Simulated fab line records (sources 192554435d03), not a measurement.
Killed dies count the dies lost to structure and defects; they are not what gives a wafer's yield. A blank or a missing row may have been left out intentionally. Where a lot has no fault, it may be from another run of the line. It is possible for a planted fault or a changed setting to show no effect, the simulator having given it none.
Matching of chambers    flow n5-finfet    N5_BEOL_M2_DESCUM_33 on rie-diel-02 has 4 sister chambers
The step chemistry O2, time 7 s. 4 wafers are shown with their chamber, then 10 later ones without.

## WAFERS, EACH WITH ITS CHAMBER
wafer   chamber  throttle-valve-pct (%)
L092.4  2        20.39
L092.6  0        20.11
L093.2  3        20.59
L093.4  1        19.96

## WAFERS MISSING THEIR CHAMBER
wafer   throttle-valve-pct (%)
L093.5  20.60
L094.2  19.98
L094.4  20.13
L094.6  20.39
L095.1  20.39
L095.4  19.98
L095.5  20.11
L097.4  20.61
L097.5  20.41
L097.6  20.02

## WHICH CHAMBER EACH WENT THROUGH
wafer   from the rows above      in truth
L093.5  3                        3
L094.2  1                        1
L094.4  0                        0
L094.6  2                        2
L095.1  2                        2
L095.4  1                        1
L095.5  0                        0
L097.4  3                        3
L097.5  2                        2
L097.6  can't be placed: 1 or 0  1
Correct placement for 9 of the 10. Not placeable from these rows: 1 (in 1, the candidates include the true chamber). Wrongly placed: 0.
How it was worked out, from the rows above alone: a wafer's distance from a chamber is the root of the sum, over the readings, of the square of ((its reading less the chamber's mean) divided by the reading's scatter). The wafer belongs to the nearest chamber; if the next one is less than 2 further off, it can't be placed. Each chamber's mean is taken over the wafers shown for it. The scatter (one wafer shown for each chamber): square how far every hidden wafer sits from the nearest shown wafer, average those squares and take the square root.
